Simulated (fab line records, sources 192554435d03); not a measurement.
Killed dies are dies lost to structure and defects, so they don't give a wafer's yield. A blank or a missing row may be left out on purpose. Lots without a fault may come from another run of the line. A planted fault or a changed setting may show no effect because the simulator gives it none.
fab line records | flow n5_finfet
record lots=6 wafers=18 last_day=17
route steps=1938 shown MIM_BOT_ETCH@1869 PASS1_CAP@1873 TV_LITHO@1875
lots that met no fault: from a run of the same line without faults
start_h: hours from the record's first day to the start of the lot's first wafer shown | wait_h: hours since the lot's step before | " the same as in the row above | L1.1+2: a row that stands for several wafers | - no value, or no start given | * or withheld: withheld | < > ~ a bound
route shown NAME@n: a module of which the file shows steps, and the number in the route of the first | usual: mean/standard deviation of fault-free wafers | same: alike in all rows | chamber/n: place in a boat | sites: the reading at each site | _std_site: their standard deviation | _edge_site: outer sites' mean less inner sites' | radius_mm: how far each site lies from the wafer's centre | mask NAME#n: copy n | behind: the tool/chamber that last shaped the wafer | hold: why the lot was held/for how many hours/how that ended | device: the transistor (n, p or np) that didn't switch | end of line: the same wafers' tests at the end of the route | a step without rows: its recipe alone | killed: dies lost to structure and defects at the first sort, not the wafer's yield | map: a wafer's dies, x killed, . not, _ none there
set.NAME: the setting as run; set.NAME@STEP: as run at that earlier step | model.NAME: the simulator's own value behind a step, which no gauge read
lots at some steps of the route; a table a step, a row a wafer
services: from which hour (start_h, from the record's first day; less than 0 if before it) a tool's chamber was out of use, for how many hours, and why
## steps
# step N5_MIM_BOT_ETCH_STRIP_01
# recipe chemistry=O2 power_w=600 temp_c=60 pressure_mtorr=30 rf_frequency_hz=6e+07 bias_power_w=0 overash_fraction=0.5 o2_flow_sccm=225
# usual drypump_motor_current_A=5.7/0.51 oes_product_au=0.81/0.085 rf_vpp_V=3.7/1.4 showerhead_plenum_p_Torr=2.09/0.066 throttle_valve_pct=16.63/0.21
# columns lot.wafer tool chamber start_h wait_h drypump_motor_current_A oes_product_au rf_hours_counter_h rf_vpp_V showerhead_plenum_p_Torr throttle_valve_pct
L490.4 rie_diel-04 0 262.87 0.1 5.6 0.92 16 2.0 2.06 16.72
L490.5 " 1 " " 5.6 0.67 - 6.0 2.06 16.69
L490.6 " 0 " " 5.6 0.92 - 4.8 2.06 16.68
L498.1 rie_diel-01 3 304.29 0.1 5.8 0.85 75 5.0 2.13 16.62
L498.3 " 1 " " 4.8 0.84 68 2.7 2.03 16.33
L498.4 " 2 " " 5.5 0.68 222 3.0 2.07 16.66
L502.1 rie_diel-06 1 328.76 0.1 5.3 0.92 7 3.8 2.05 16.25
L502.3 " 2 " " 5.4 0.83 62 2.8 2.04 16.62
L502.4 " 3 " " 6.8 0.69 229 5.6 2.16 16.91
L501.1 rie_diel-06 2 329.07 0.1 5.4 0.83 62 3.6 2.04 16.53
L501.2 " 0 " " 5.5 0.69 202 1.1 2.16 16.92
L501.6 " 0 " " 5.5 0.72 - 4.8 2.16 16.91
L513.1 rie_diel-04 2 404.35 0.1 6.5 0.81 96 6.3 2.20 16.70
L513.2 " 3 " " 5.6 0.97 7 3.2 2.23 16.13
L513.6 " 0 " " 5.6 0.82 - 2.5 2.04 16.84
L511.2 rie_diel-04 0 404.48 0.1 5.6 0.81 72 4.7 2.05 16.79
L511.3 " 3 " " 5.6 0.95 7 2.9 2.23 16.10
L511.5 " 1 " " 5.6 0.86 - 3.0 2.05 16.35
# step N5_MIM_BOT_ETCH_STRIP_02
# recipe chemistry=post_etch_residue_remover time_s=1200 temp_c=72.5
# step N5_MIM_BOT_ETCH_CLEAN_05
# recipe chemistry=IPA time_s=180 temp_c=25
# step N5_MIM_BOT_ETCH_SRD_06
# recipe dry=ipa_marangoni time_s=30 temp_c=23 rinse_liquid=diw
# step N5_PASSIVATION_PECVD_55
# recipe material=SiO2 target_thk_a=4000 temp_c=400 precursor=SiH4/N2O pressure_torr=2.7 rf_w=608 time_s=22.5
# usual heater_power_w=685/120 showerhead_plenum_p_Torr=8.19/0.078 susceptor_temp_C=399.95/0.24 throttle_valve_pct=51/3.1
# columns lot.wafer tool chamber start_h wait_h heater_power_w showerhead_plenum_p_Torr susceptor_temp_C throttle_valve_pct
L490.4 pecvd-04 1 263.39 0.0 814 8.21 399.91 54
L490.5 " 0 " " 641 8.29 399.81 49
L490.6 " 2 " " 560 8.14 400.21 48
L498.1 pecvd-04 0 305.19 0.0 542 8.27 399.69 49
L498.3 " 1 " " 841 8.22 399.93 54
L498.4 " 2 " " 529 8.14 400.28 49
L501.1 pecvd-01 2 329.61 0.0 730 8.27 400.07 50
L501.2 " 1 " " 575 8.27 399.71 52
L501.6 " 2 " " 733 8.30 400.08 50
L502.1 pecvd-04 1 329.66 0.0 880 8.21 400.19 53
L502.3 " 0 " " 670 8.27 400.13 49
L502.4 " 1 " " 910 8.20 400.23 53
L513.1 pecvd-02 2 404.85 0.0 883 8.04 399.75 47
L513.2 " 0 " " 671 8.08 400.12 56
L513.6 " 2 " " 922 8.05 399.65 47
L511.2 pecvd-04 0 404.98 0.0 648 8.29 399.94 49
L511.3 " 2 " " 570 8.15 399.97 50
L511.5 " 0 " " 635 8.29 400.07 49
# step N5_PASSIVATION_PECVD_01
# recipe material=SiNx target_thk_a=2000 temp_c=400 precursor=SiH4/NH3/N2 pressure_torr=4.9 rf_w=1406 time_s=43.2
# usual heater_power_w=406/130 showerhead_plenum_p_Torr=8.69/0.057 susceptor_temp_C=400.00/0.21 throttle_valve_pct=28.9/1.7
# columns lot.wafer tool chamber start_h wait_h heater_power_w showerhead_plenum_p_Torr susceptor_temp_C throttle_valve_pct
L490.4 pecvd-04 1 263.43 0.0 608 8.72 400.07 30.3
L490.5 " 0 " " 267 8.75 400.16 27.7
L490.6 " 2 " " 198 8.65 400.07 27.4
L498.1 pecvd-04 0 305.22 0.0 307 8.77 399.87 27.9
L498.3 " 1 " " 612 8.71 399.83 30.5
L498.4 " 2 " " 194 8.67 399.96 27.5
L501.1 pecvd-01 2 329.64 0.0 408 8.77 400.19 28.3
L501.2 " 1 " " 343 8.74 399.83 28.9
L501.6 " 2 " " 429 8.77 399.99 28.2
L502.1 pecvd-04 1 329.70 0.0 578 8.71 399.64 30.1
L502.3 " 0 " " 291 8.76 400.20 27.9
L502.4 " 1 " " 591 8.73 399.94 30.4
L513.1 pecvd-02 2 404.89 0.0 636 8.62 400.23 26.5
L513.2 " 0 " " 367 8.61 399.84 31.5
L513.6 " 2 " " 632 8.62 399.91 26.6
L511.2 pecvd-04 0 405.01 0.0 272 8.76 400.14 27.7
L511.3 " 2 " " 196 8.65 399.68 28.1
L511.5 " 0 " " 280 8.75 400.00 28.0
# step N5_PASSIVATION_HMDS_03
# recipe time_s=60 temp_c=120
# step N5_PASSIVATION_COAT_04
# recipe spin_rpm=* resist_thk_nm=*
# step N5_PASSIVATION_EBR_06
# recipe solvent=PGMEA ebr_width_mm=1.5
# step N5_PASSIVATION_SOFTBAKE_05
# recipe temp_c=100 time_s=90
# step N5_PASSIVATION_EXPOSE_07
# recipe mask_id=TV na=0.55 source_shape=conventional sigma_outer=0.8 polarization=unpolarized defocus_nm=0 target_cd_nm=3000 dose_mj=22.75
# step N5_PASSIVATION_PEB_08
# recipe peb_temp_c=withheld peb_time_s=*
# step N5_PASSIVATION_DEVELOP_09
# recipe develop_time_s=60 rinse_liquid=diw dry=air_spin dev_temp_c=21
# usual chill_plate_temp_C=23.00/0.097 develop_time_s=60/0
# columns lot.wafer tool chamber start_h wait_h chill_plate_temp_C develop_time_s model.coat_of_PASSIVATION_COAT_04.thk_nm
L490.4 litho_track-02 0 266.16 - 23.12 60 *
L490.5 " 0 " " 23.28 60 *
L490.6 " 0 " " 23.11 60 *
L498.1 litho_track-03 0 306.77 - 23.08 60 *
L498.3 " 0 " " 22.93 60 *
L498.4 " 0 " " 23.02 60 *
L501.1 litho_track-03 - 329.89 - - - *
L501.2 " - " " - - *
L501.6 " - " " - - *
L502.1 litho_track-04 - 330.19 - - - *
L502.3 " - " " - - *
L502.4 " - " " - - *
L513.1 litho_track-04 0 406.43 - 23.15 60 *
L513.2 " 0 " " 23.03 60 *
L513.6 " 0 " " 22.99 60 *
L511.2 litho_track-02 0 406.59 - 22.87 60 *
L511.3 " 0 " " 22.89 60 *
L511.5 " 0 " " 22.87 60 *
# step N5_PASSIVATION_HARDBAKE_11
# recipe temp_c=130 time_s=120
## services
# columns tool chamber start_h hours kind
rie_diel-06 1 242.35 55.8 repair
pecvd-02 0 261.04 21.4 repair
pecvd-04 1 264.91 2.1 scheduled_down
rie_diel-04 0 265.68 8.2 repair
rie_diel-06 2 272.24 7.4 repair
rie_diel-04 1 282.28 - clean
rie_diel-04 1 282.28 - consumable_replace:focus_ring
rie_diel-04 1 282.28 15.7 scheduled_down
rie_diel-04 1 282.28 15.7 vent_cycle
pecvd-04 0 295.89 2.1 scheduled_down
rie_diel-04 2 302.97 9.8 repair
pecvd-02 - 323.95 1.9 repair
rie_diel-04 3 333.62 - clean
rie_diel-04 3 333.62 - consumable_replace:focus_ring
rie_diel-04 3 333.62 - consumable_replace:showerhead
rie_diel-04 3 333.62 16.5 scheduled_down
pecvd-04 - 335.87 1.0 repair
pecvd-04 - 360.30 2.8 pm
rie_diel-04 3 365.39 33.5 repair
pecvd-01 - 369.92 28.1 pm
rie_diel-01 3 375.61 9.6 repair
rie_diel-01 - 391.96 1.8 repair
rie_diel-06 3 397.41 15.8 repair
rie_diel-06 1 404.82 7.0 repair
## key
first_sign step=N5_PASSIVATION_DEVELOP_09 reading=tool_record direction=missing
effect none on later readings
model_effect step=N5_PASSIVATION_DEVELOP_09 value=coat_of_PASSIVATION_COAT_04.thk_nm without=* struck=*
met_at N5_PASSIVATION_DEVELOP_09
struck_wafers L501.1,L501.2,L501.6,L502.1,L502.3,L502.4
later_rows_left_out L501.1,L501.2,L501.6,L502.1,L502.3,L502.4
sort_left_out L501.1,L501.2,L501.6,L502.1,L502.3,L502.4
onset_between 306.77 329.89
fault kind=skipped_step_whole tool=litho_track-03,litho_track-04 chamber=- onset_h=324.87 steps=N5_PASSIVATION_DEVELOP_09 scope=struck_lots_only
# sort_left_out: the simulated sort isn't trusted on such a fault, so these wafers' sort isn't shown, and their yield isn't known
# later_rows_left_out: the simulator's readings of these wafers behind a module that went badly wrong aren't trusted and aren't shown, but for the sort
